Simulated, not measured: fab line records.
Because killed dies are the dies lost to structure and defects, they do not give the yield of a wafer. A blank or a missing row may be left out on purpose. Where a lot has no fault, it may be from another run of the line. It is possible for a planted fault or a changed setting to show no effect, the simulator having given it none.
fab line records	flow nand-harc
[record] lots = 24	wafers = 72	last-day = 24
route steps=1159 shown P_BONDPAD@381 A_ONON_D1@449 A_CHANNEL_HOLE_D1@476 A_CHANNEL_FILL_D1@496 A_STAIRCASE@519
lots with no fault: from the same line, run without faults
start-h: hours from the record's opening day to when the first of the lot's shown wafers began	wait-h: time in hours since the lot's previous step	" identical to the entry in the row above	L1.1+2: a row that stands for several wafers	- no value, or no start given	* or withheld: withheld	< > ~ a bound
route shown NAME@n: names a module that has steps shown in the file, with the first one's number in the route	usual: mean and standard deviation over wafers with no fault	same: alike in all rows	chamber/n: place in a boat	sites: per-site readings	_std_site: their standard deviation	_edge_site: outer sites' mean less inner sites'	radius-mm: how far each site lies from the wafer's centre	mask NAME#n: copy n	behind: the tool/chamber that last shaped the wafer	hold: why the lot went on hold/how many hours it stayed there/how the hold came to an end	device: transistor that didn't switch, given as n, p or np	end of line: tests run on the same wafers once the route is complete	step lacking rows: just its recipe	killed: dies lost to structure and defects at the first sort, not the wafer's yield	map: dies across one wafer; x = killed, . = not, _ = none there
set.NAME: the run value of the setting; set.NAME@STEP: its run value at that earlier step	model.NAME: the simulator's own value behind a step, which no gauge read
steps of the route over a sample of lots; a table a step, a row a wafer
services: a tool's chamber out of use, with start hour (start-h, from the record's first day; less than 0 if before it), hours out, and reason
[[steps]]
[step NHARC_P_BONDPAD_THK_MEAS_20]
[recipe] thk-meas-gauge = xrf
[usual] thk-nm = 160.5/1.4
lot.wafer	tool	chamber	start-h	wait-h	thk-nm
L075.1	film-metro-01	-	138.41	-	159.3
L075.2	"	-	"	"	161.3
L075.4	"	-	"	"	160.2
L074.1	film-metro-01	-	141.27	-	161.1
L074.5	"	-	"	"	161.9
L074.6	"	-	"	"	160.9
L076.3	film-metro-02	-	144.30	-	160.2
L076.4	"	-	"	"	161.5
L076.5	"	-	"	"	162.1
L078.2	film-metro-01	-	156.01	-	161.9
L078.4	"	-	"	"	160.4
L078.5	"	-	"	"	160.0
L077.2	film-metro-02	-	157.10	-	158.3
L077.3	"	-	"	"	160.7
L077.4	"	-	"	"	158.5
L079.1	film-metro-02	-	157.60	-	160.7
L079.4	"	-	"	"	159.6
L079.5	"	-	"	"	157.7
L080.3	film-metro-01	-	168.15	-	158.5
L080.5	"	-	"	"	160.1
L080.6	"	-	"	"	160.2
L081.3	film-metro-01	-	181.94	-	155.0
L081.4	"	-	"	"	159.2
L081.6	"	-	"	"	162.5
L083.1	film-metro-01	-	182.55	-	163.4
L083.2	"	-	"	"	162.0
L083.5	"	-	"	"	159.9
L082.2	film-metro-01	-	183.36	-	160.0
L082.3	"	-	"	"	161.4
L082.6	"	-	"	"	161.4
L084.1	film-metro-01	-	204.13	-	161.2
L084.2	"	-	"	"	162.5
L084.5	"	-	"	"	160.0
L086.2	film-metro-02	-	206.00	-	159.8
L086.3	"	-	"	"	159.9
L086.4	"	-	"	"	159.8
L085.1	film-metro-02	-	207.23	-	161.6
L085.3	"	-	"	"	159.4
L085.4	"	-	"	"	161.3
L087.1	film-metro-02	-	207.76	-	157.9
L087.2	"	-	"	"	160.0
L087.3	"	-	"	"	161.0
L089.2	film-metro-02	-	223.20	-	157.6
L089.4	"	-	"	"	160.6
L089.5	"	-	"	"	163.2
L090.2	film-metro-02	-	223.81	-	158.8
L090.3	"	-	"	"	161.5
L090.6	"	-	"	"	161.9
L088.2	film-metro-02	-	224.89	-	161.4
L088.3	"	-	"	"	160.6
L088.6	"	-	"	"	161.1
L091.3	film-metro-01	-	230.41	-	161.2
L091.4	"	-	"	"	163.4
L091.6	"	-	"	"	161.3
L092.2	film-metro-02	-	236.88	-	162.1
L092.4	"	-	"	"	159.5
L092.5	"	-	"	"	160.5
L093.2	film-metro-01	-	245.96	-	160.4
L093.3	"	-	"	"	158.2
L093.5	"	-	"	"	158.7
L095.1	film-metro-02	-	251.37	-	162.3
L095.4	"	-	"	"	157.8
L095.6	"	-	"	"	159.7
L094.1	film-metro-02	-	251.74	-	158.8
L094.4	"	-	"	"	162.0
L094.6	"	-	"	"	160.2
L096.1	film-metro-01	-	272.01	-	159.5
L096.4	"	-	"	"	161.0
L096.6	"	-	"	"	159.3
L097.1	film-metro-01	-	272.63	-	159.9
L097.4	"	-	"	"	159.9
L097.6	"	-	"	"	162.6
[step NHARC_A_ONON_D1_INSPECT_32]
[usual] raw-defect-count = 71/25
lot.wafer	tool	chamber	start-h	wait-h	raw-defect-count
L074.1	defect-inspect-02	-	174.58	0.0	81
L074.5	"	-	"	"	78
L074.6	"	-	"	"	43
L075.1	defect-inspect-01	-	174.62	0.0	48
L075.2	"	-	"	"	56
L075.4	"	-	"	"	73
L076.3	defect-inspect-01	-	186.87	0.0	145
L076.4	"	-	"	"	84
L076.5	"	-	"	"	69
L077.2	defect-inspect-02	-	194.65	0.1	71
L077.3	"	-	"	"	102
L077.4	"	-	"	"	110
L079.1	defect-inspect-01	-	194.76	0.0	39
L079.4	"	-	"	"	56
L079.5	"	-	"	"	55
L078.2	defect-inspect-02	-	194.91	0.0	103
L078.4	"	-	"	"	105
L078.5	"	-	"	"	100
L080.3	defect-inspect-02	-	205.69	0.0	41
L080.5	"	-	"	"	81
L080.6	"	-	"	"	58
L081.3	defect-inspect-01	-	219.54	0.0	46
L081.4	"	-	"	"	46
L081.6	"	-	"	"	54
L082.2	defect-inspect-02	-	219.68	0.0	48
L082.3	"	-	"	"	66
L082.6	"	-	"	"	106
L083.1	defect-inspect-02	-	219.79	0.0	70
L083.2	"	-	"	"	44
L083.5	"	-	"	"	61
L084.1	defect-inspect-01	-	244.48	0.0	90
L084.2	"	-	"	"	88
L084.5	"	-	"	"	109
L086.2	defect-inspect-01	-	244.64	0.0	94
L086.3	"	-	"	"	62
L086.4	"	-	"	"	95
L085.1	defect-inspect-01	-	244.81	0.0	32
L085.3	"	-	"	"	59
L085.4	"	-	"	"	76
L087.1	defect-inspect-01	-	250.53	0.0	45
L087.2	"	-	"	"	72
L087.3	"	-	"	"	65
L088.2	defect-inspect-01	-	260.71	0.0	82
L088.3	"	-	"	"	54
L088.6	"	-	"	"	64
L090.2	defect-inspect-02	-	260.73	0.0	71
L090.3	"	-	"	"	98
L090.6	"	-	"	"	85
L089.2	defect-inspect-02	-	260.87	0.0	34
L089.4	"	-	"	"	25
L089.5	"	-	"	"	75
L091.3	defect-inspect-01	-	267.62	0.0	70
L091.4	"	-	"	"	54
L091.6	"	-	"	"	58
L092.2	defect-inspect-02	-	275.25	0.0	122
L092.4	"	-	"	"	138
L092.5	"	-	"	"	98
L093.2	defect-inspect-02	-	282.69	0.0	62
L093.3	"	-	"	"	61
L093.5	"	-	"	"	45
L094.1	defect-inspect-02	-	291.47	0.0	80
L094.4	"	-	"	"	68
L094.6	"	-	"	"	73
L095.1	defect-inspect-01	-	291.48	0.0	69
L095.4	"	-	"	"	84
L095.6	"	-	"	"	74
L096.1	defect-inspect-01	-	310.20	0.0	74
L096.4	"	-	"	"	67
L096.6	"	-	"	"	47
L097.1	defect-inspect-01	-	310.37	0.0	63
L097.4	"	-	"	"	60
L097.6	"	-	"	"	41
[step NHARC_A_CHANNEL_HOLE_D1_ETCH_24]
[recipe] bias-v = 5000	source-w = withheld	pressure-mtorr = 20	time-s = 906.2	ar-flow-sccm = 375	c4f8-flow-sccm = 93.8	o2-flow-sccm = 31.2	temp-c = -20	target-depth-a = 15000	chemistry = C4F8/O2/Ar
[usual] drypump-motor-current-A = 5.86/0.22	showerhead-plenum-p-Torr = 3.63/0.058	throttle-valve-pct = 32.235/0.0095
lot.wafer	tool	chamber	start-h	wait-h	drypump-motor-current-A	rf-hours-counter-h	showerhead-plenum-p-Torr	throttle-valve-pct
L074.1	har-etch-01	0	181.26	0.6	5.72	191	3.62	32.234
L074.5	"	0	"	"	5.73	-	3.62	32.248
L074.6	"	1	"	"	5.69	-	3.74	32.241
L075.1	har-etch-02	1	183.09	0.6	6.25	103	3.66	32.238
L075.2	"	0	"	"	5.79	103	3.58	32.258
L075.4	"	0	"	"	5.81	-	3.58	32.223
L076.3	har-etch-02	1	193.33	0.6	6.22	-	3.66	32.219
L076.4	"	0	"	"	5.79	-	3.58	32.239
L076.5	"	1	"	"	6.28	-	3.66	32.231
L077.2	har-etch-01	1	201.09	0.6	5.68	200	3.73	32.251
L077.3	"	1	"	"	5.70	-	3.73	32.235
L077.4	"	0	"	"	5.71	-	3.62	32.242
L079.1	har-etch-02	1	201.95	0.6	6.23	112	3.65	32.231
L079.4	"	1	"	"	6.24	-	3.65	32.236
L079.5	"	1	"	"	6.23	-	3.65	32.234
L078.2	har-etch-01	1	205.26	0.6	5.69	204	3.73	32.222
L078.4	"	1	"	"	5.68	-	3.73	32.246
L078.5	"	1	"	"	5.68	-	3.73	32.240
L080.3	har-etch-02	0	212.29	0.6	5.80	-	3.57	32.232
L080.5	"	0	"	"	5.79	-	3.57	32.245
L080.6	"	1	"	"	6.23	-	3.65	32.222
L081.4	har-etch-02	0	226.13	0.6	5.79	-	3.57	32.240
L081.3	"	1	"	"	6.26	-	3.65	32.228
L081.6	"	1	"	"	6.24	-	3.65	32.245
L082.2	har-etch-01	1	227.37	0.6	5.69	212	3.73	32.250
L082.3	"	1	"	"	5.69	-	3.73	32.218
L082.6	"	0	"	"	5.72	-	3.61	32.233
L083.1	har-etch-02	0	230.06	0.6	5.80	127	3.57	32.226
L083.2	"	1	"	"	6.22	127	3.64	32.249
L083.5	"	0	"	"	5.78	-	3.57	32.255
L084.2	har-etch-02	0	251.66	0.6	5.81	134	3.56	32.218
L084.1	"	1	"	"	6.23	134	3.64	32.236
L084.5	"	1	"	"	6.21	-	3.64	32.231
L086.2	har-etch-01	0	252.34	0.6	5.73	221	3.61	32.229
L086.3	"	0	"	"	5.72	-	3.61	32.250
L086.4	"	1	"	"	5.72	-	3.72	32.254
L085.1	har-etch-02	0	255.97	0.6	5.79	137	3.56	32.219
L085.3	"	1	"	"	6.21	-	3.64	32.241
L085.4	"	0	"	"	5.79	-	3.56	32.241
L087.2	har-etch-01	0	259.89	0.6	5.72	228	3.60	32.235
L087.1	"	1	"	"	5.71	228	3.72	32.237
L087.3	"	1	"	"	5.70	-	3.72	32.229
L088.2	har-etch-01	1	266.94	0.6	5.68	231	3.72	32.228
L088.3	"	0	"	"	5.71	-	3.60	32.236
L088.6	"	1	"	"	5.69	-	3.72	32.257
L090.2	har-etch-02	1	267.77	0.6	6.22	143	3.64	32.231
L090.3	"	0	"	"	5.80	-	3.56	32.238
L090.6	"	1	"	"	6.19	-	3.64	32.243
L089.2	har-etch-01	0	270.97	0.6	5.70	235	3.60	32.238
L089.4	"	1	"	"	5.70	-	3.71	32.227
L089.5	"	0	"	"	5.71	-	3.60	32.223
L091.3	har-etch-02	0	274.12	0.6	5.80	-	3.56	32.236
L091.4	"	1	"	"	6.26	-	3.63	32.239
L091.6	"	1	"	"	6.21	-	3.63	32.225
L092.2	har-etch-01	1	282.45	0.6	5.68	241	3.71	32.231
L092.4	"	1	"	"	5.70	-	3.71	32.231
L092.5	"	1	"	"	5.69	-	3.71	32.224
L093.2	har-etch-01	1	289.50	0.6	5.70	245	3.71	32.248
L093.3	"	1	"	"	5.68	-	3.71	32.209
L093.5	"	1	"	"	5.69	-	3.71	32.248
L094.1	har-etch-02	1	297.95	0.6	6.21	154	3.63	32.235
L094.4	"	1	"	"	6.22	-	3.63	32.225
L094.6	"	1	"	"	6.24	-	3.63	32.247
L095.1	har-etch-01	1	298.42	0.6	5.69	249	3.71	32.228
L095.4	"	1	"	"	5.69	-	3.71	32.242
L095.6	"	0	"	"	5.73	-	3.59	32.245
L096.1	har-etch-02	0	317.25	0.6	5.79	162	3.55	32.240
L096.4	"	1	"	"	6.23	-	3.63	32.222
L096.6	"	1	"	"	6.24	-	3.63	32.233
L097.1	har-etch-01	0	324.25	0.6	5.73	2	3.59	32.231
L097.4	"	1	"	"	5.71	-	3.70	32.235
L097.6	"	0	"	"	5.71	-	3.59	32.231
[step NHARC_A_CHANNEL_FILL_D1_ALD_16]
[recipe] target-thk-a = 15	pulse-time-s = 10	ald-cycles = 15	temp-c = 300	material = SiO2
[usual] heater-power-w = 489/30	precursor-pulse-height-rel = 0.998/0.02
lot.wafer	tool	chamber	start-h	wait-h	heater-power-w	precursor-pulse-height-rel
L075.1	ald-hk-02	0	197.30	0.1	480	1.023
L075.2	"	1	"	"	560	1.022
L075.4	"	2	"	"	493	1.022
L074.1	ald-hk-02	3	197.46	0.3	456	0.986
L074.5	"	2	"	"	501	0.990
L074.6	"	3	"	"	447	0.971
L076.3	ald-hk-01	1	212.07	3.0	512	0.978
L076.4	"	2	"	"	528	1.005
L076.5	"	2	"	"	523	0.989
L077.4	ald-hk-01	1	217.25	0.0	510	0.987
L077.2	"	3	"	"	495	1.003
L077.3	"	0	"	"	510	1.014
L079.1	ald-hk-04	0	217.30	0.1	488	1.000
L079.4	"	1	"	"	441	0.966
L079.5	"	2	"	"	462	1.002
L078.4	ald-hk-02	3	224.30	0.1	454	1.024
L078.2	"	0	"	"	468	0.979
L078.5	"	2	"	"	492	0.959
L080.3	ald-hk-01	3	228.02	0.0	497	1.004
L080.6	"	3	"	"	486	0.991
L080.5	"	0	"	"	508	1.001
L082.3	ald-hk-02	3	241.92	0.0	438	1.014
L082.2	"	2	"	"	514	1.043
L082.6	"	0	"	"	474	1.033
L081.3	ald-hk-02	1	242.14	0.3	548	0.962
L081.4	"	2	"	"	510	1.007
L081.6	"	3	"	"	450	0.969
L083.2	ald-hk-02	2	248.16	0.1	511	0.998
L083.1	"	3	"	"	468	1.024
L083.5	"	0	"	"	475	0.966
L086.3	ald-hk-04	3	268.20	0.6	439	0.964
L086.2	"	0	"	"	491	1.013
L086.4	"	2	"	"	472	0.997
L084.2	ald-hk-04	2	268.39	0.8	472	0.987
L084.1	"	3	"	"	454	1.018
L084.5	"	1	"	"	442	0.988
L085.1	ald-hk-01	1	273.19	0.0	478	0.986
L085.3	"	2	"	"	496	0.990
L085.4	"	0	"	"	525	0.999
L087.3	ald-hk-02	2	276.18	0.0	497	1.028
L087.1	"	3	"	"	440	0.993
L087.2	"	0	"	"	461	0.989
L090.3	ald-hk-01	1	282.97	0.2	487	0.994
L090.2	"	3	"	"	461	1.011
L090.6	"	1	"	"	490	1.061
L088.2	ald-hk-01	1	283.11	0.4	482	0.993
L088.3	"	2	"	"	489	1.021
L088.6	"	1	"	"	484	0.974
L089.2	ald-hk-01	1	286.92	0.0	486	1.011
L089.4	"	3	"	"	456	0.990
L089.5	"	2	"	"	497	1.012
L091.3	ald-hk-02	0	290.74	0.0	506	0.994
L091.4	"	2	"	"	507	0.978
L091.6	"	1	"	"	525	1.013
L092.4	ald-hk-02	2	298.78	0.0	496	1.008
L092.2	"	1	"	"	553	1.009
L092.5	"	2	"	"	513	1.023
L093.2	ald-hk-04	2	305.32	0.1	477	0.978
L093.3	"	3	"	"	456	1.020
L093.5	"	2	"	"	474	0.985
L095.4	ald-hk-01	0	317.58	0.1	507	0.972
L095.1	"	3	"	"	461	0.997
L095.6	"	1	"	"	486	0.994
L094.1	ald-hk-04	3	317.58	0.1	458	1.041
L094.4	"	0	"	"	483	1.006
L094.6	"	3	"	"	448	1.018
L096.1	ald-hk-02	0	333.55	0.0	490	0.978
L096.4	"	1	"	"	525	0.964
L096.6	"	0	"	"	496	1.013
L097.1	ald-hk-01	0	337.71	0.0	523	0.998
L097.4	"	2	"	"	504	0.990
L097.6	"	0	"	"	524	0.990
[step NHARC_A_CHANNEL_FILL_D1_INSPECT_13]
[usual] raw-defect-count = 298/120
lot.wafer	tool	chamber	start-h	wait-h	raw-defect-count
L074.1	defect-inspect-02	-	232.89	0.2	349
L074.5	"	-	"	"	352
L074.6	"	-	"	"	420
L075.1	defect-inspect-02	-	233.07	0.2	319
L075.2	"	-	"	"	326
L075.4	"	-	"	"	360
L076.3	defect-inspect-01	-	249.37	0.1	255
L076.4	"	-	"	"	278
L076.5	"	-	"	"	180
L079.1	defect-inspect-01	-	252.86	0.2	558
L079.4	"	-	"	"	406
L079.5	"	-	"	"	523
L077.2	defect-inspect-02	-	252.90	0.2	271
L077.3	"	-	"	"	259
L077.4	"	-	"	"	587
L078.2	defect-inspect-02	-	261.46	0.1	209
L078.4	"	-	"	"	291
L078.5	"	-	"	"	234
L080.3	defect-inspect-02	-	265.14	0.1	305
L080.5	"	-	"	"	247
L080.6	"	-	"	"	169
L082.2	defect-inspect-02	-	279.39	0.1	179
L082.3	"	-	"	"	242
L082.6	"	-	"	"	847
L081.3	defect-inspect-01	-	279.56	0.1	212
L081.4	"	-	"	"	320
L081.6	"	-	"	"	583
L083.1	defect-inspect-01	-	284.39	0.2	239
L083.2	"	-	"	"	203
L083.5	"	-	"	"	187
L086.2	defect-inspect-01	-	304.97	0.1	236
L086.3	"	-	"	"	163
L086.4	"	-	"	"	250
L084.1	defect-inspect-01	-	305.14	0.2	154
L084.2	"	-	"	"	221
L084.5	"	-	"	"	191
L087.1	defect-inspect-01	-	310.04	0.2	346
L087.2	"	-	"	"	408
L087.3	"	-	"	"	232
L085.1	defect-inspect-01	-	310.21	0.2	313
L085.3	"	-	"	"	186
L085.4	"	-	"	"	219
L089.2	defect-inspect-02	-	320.63	0.1	288
L089.4	"	-	"	"	244
L089.5	"	-	"	"	278
L090.2	defect-inspect-01	-	320.67	0.1	224
L090.3	"	-	"	"	245
L090.6	"	-	"	"	125
L088.2	defect-inspect-01	-	320.80	0.1	273
L088.3	"	-	"	"	212
L088.6	"	-	"	"	150
L091.3	defect-inspect-01	-	330.11	0.1	229
L091.4	"	-	"	"	294
L091.6	"	-	"	"	296
L092.2	defect-inspect-02	-	335.75	0.1	207
L092.4	"	-	"	"	477
L092.5	"	-	"	"	226
L093.2	defect-inspect-02	-	341.25	0.1	207
L093.3	"	-	"	"	253
L093.5	"	-	"	"	212
L094.1	defect-inspect-02	-	355.29	0.2	282
L094.4	"	-	"	"	485
L094.6	"	-	"	"	318
L095.1	defect-inspect-01	-	355.46	0.2	335
L095.4	"	-	"	"	219
L095.6	"	-	"	"	195
L096.1	defect-inspect-01	-	368.78	0.2	302
L096.4	"	-	"	"	321
L096.6	"	-	"	"	344
L097.1	defect-inspect-02	-	375.53	0.2	240
L097.4	"	-	"	"	338
L097.6	"	-	"	"	222
[step NHARC_A_STAIRCASE_DEP_156]
[recipe] target-thk-a = 500	temp-c = 400	target-thk-nm = 50	flow-sccm = 200	rf-w = 450	material = SiNx
[usual] heater-power-w = 752/99
lot.wafer	tool	chamber	start-h	wait-h	heater-power-w
L074.1	pecvd-03	1	232.99	0.1	823
L074.6	"	1	"	"	809
L074.5	"	2	"	"	586
L075.2	pecvd-04	1	233.13	0.1	911
L075.1	"	0	"	"	552
L075.4	"	0	"	"	561
L076.3	pecvd-04	1	249.44	0.1	940
L076.4	"	1	"	"	945
L076.5	"	0	"	"	614
L079.1	pecvd-01	2	252.93	0.1	724
L079.5	"	2	"	"	720
L079.4	"	1	"	"	687
L077.2	pecvd-04	1	252.96	0.1	974
L077.3	"	0	"	"	592
L077.4	"	2	"	"	851
L078.2	pecvd-04	1	261.52	0.1	893
L078.5	"	1	"	"	928
L078.4	"	0	"	"	565
L080.3	pecvd-04	0	265.23	0.1	618
L080.6	"	2	"	"	904
L080.5	"	1	"	"	936
L082.3	pecvd-01	0	279.48	0.1	703
L082.2	"	1	"	"	665
L082.6	"	0	"	"	696
L081.3	pecvd-04	2	279.66	0.1	837
L081.4	"	2	"	"	858
L081.6	"	0	"	"	613
L083.2	pecvd-01	1	284.49	0.1	746
L083.1	"	2	"	"	632
L083.5	"	1	"	"	616
L086.2	pecvd-03	0	305.49	0.5	812
L086.3	"	2	"	"	640
L086.4	"	1	"	"	755
L084.1	pecvd-03	1	305.66	0.5	762
L084.2	"	2	"	"	690
L084.5	"	2	"	"	689
L087.1	pecvd-04	0	310.11	0.1	634
L087.3	"	1	"	"	933
L087.2	"	2	"	"	763
L085.1	pecvd-01	0	310.28	0.1	728
L085.3	"	2	"	"	702
L085.4	"	1	"	"	704
L089.2	pecvd-01	2	320.73	0.1	642
L089.5	"	1	"	"	708
L089.4	"	2	"	"	644
L090.2	pecvd-03	2	320.73	0.1	758
L090.3	"	1	"	"	773
L090.6	"	1	"	"	756
L088.3	pecvd-01	1	320.89	0.1	709
L088.2	"	0	"	"	692
L088.6	"	2	"	"	724
L091.3	pecvd-03	0	330.17	0.1	834
L091.6	"	0	"	"	835
L091.4	"	2	"	"	707
L092.2	pecvd-01	1	336.32	0.6	646
L092.5	"	2	"	"	719
L092.4	"	0	"	"	768
L093.3	pecvd-03	2	341.31	0.1	742
L093.2	"	1	"	"	805
L093.5	"	2	"	"	727
L094.1	pecvd-01	2	355.39	0.1	716
L094.4	"	1	"	"	727
L094.6	"	0	"	"	639
L095.1	pecvd-03	0	355.53	0.1	838
L095.6	"	1	"	"	759
L095.4	"	2	"	"	650
L096.1	pecvd-03	1	368.88	0.1	784
L096.4	"	0	"	"	826
L096.6	"	2	"	"	700
L097.1	pecvd-03	1	375.66	0.1	775
L097.4	"	2	"	"	721
L097.6	"	1	"	"	757
[[services]]
tool	chamber	start-h	hours	kind
ald-hk-04	-	189.82	10.0	pm
pecvd-04	-	195.00	13.0	pm
pecvd-04	-	222.64	4.0	repair
ald-hk-01	-	230.56	10.0	pm
pecvd-01	-	237.10	13.0	pm
pecvd-03	-	263.20	0.8	repair
ald-hk-02	-	280.02	10.0	pm
ald-hk-02	0	280.02	10.0	vent-cycle
ald-hk-02	1	280.02	10.0	vent-cycle
ald-hk-02	2	280.02	10.0	vent-cycle
ald-hk-02	3	280.02	10.0	vent-cycle
ald-hk-02	0	290.02	-	clean
pecvd-03	-	292.49	13.0	pm
pecvd-04	2	298.32	1.9	repair
har-etch-02	-	303.85	1.7	repair
har-etch-01	-	305.00	17.0	pm
har-etch-01	0	305.00	17.0	vent-cycle
har-etch-01	1	305.00	17.0	vent-cycle
har-etch-01	0	322.00	-	clean
har-etch-01	0	322.00	-	consumable-replace:focus-ring
har-etch-01	1	322.00	-	clean
har-etch-01	1	322.00	-	consumable-replace:focus-ring
har-etch-02	-	330.15	1.8	repair
ald-hk-04	-	367.82	10.0	pm
[[key]]
fault none
